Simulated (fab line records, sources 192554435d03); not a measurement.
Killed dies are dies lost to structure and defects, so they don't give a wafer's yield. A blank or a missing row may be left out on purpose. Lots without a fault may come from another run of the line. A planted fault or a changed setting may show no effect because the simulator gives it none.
Chamber matching | flow n5_finfet | N5_SD_EPI_P_ETCH_37 on rie_diel-05: 4 sister chambers
The step etches SOC in N2/H2, overetch 108 nm, time 486 s. 4 wafers are shown with their chamber, then 10 later ones without.

WAFERS WITH THEIR CHAMBER
wafer  | chamber | drypump_motor_current_A (A)
L086.2 | 3       | 5.5
L089.3 | 2       | 5.7
L091.2 | 0       | 6.4
L091.4 | 1       | 5.4

WAFERS WITHOUT THEIR CHAMBER
wafer  | drypump_motor_current_A (A)
L091.6 | 5.7
L092.1 | 6.4
L092.2 | 5.4
L092.3 | 5.7
L094.1 | 5.8
L094.4 | 6.4
L094.5 | 5.5
L097.3 | 5.7
L097.4 | 5.5
L097.5 | 5.5

WHICH CHAMBER EACH WENT THROUGH
wafer  | from the rows above | in truth
L091.6 | 2                   | 2
L092.1 | 0                   | 0
L092.2 | 1                   | 1
L092.3 | 2                   | 2
L094.1 | 2                   | 2
L094.4 | 0                   | 0
L094.5 | 3                   | 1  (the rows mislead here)
L097.3 | 2                   | 2
L097.4 | 3                   | 3
L097.5 | 3                   | 3
Placed correctly: 9 of 10. Can't be placed from these rows: 0. Placed wrongly: 1.
How it was worked out, from the rows above alone: a wafer's distance from a chamber is the root of the sum, over the readings, of the square of ((its reading less the chamber's mean) divided by the reading's scatter). The wafer belongs to the nearest chamber; if the next one is less than 2 further off, it can't be placed. A chamber's mean is the mean of its shown wafers. The scatter: with one shown wafer a chamber, the root of the mean of the squares of how far each hidden wafer lies from its nearest shown one.
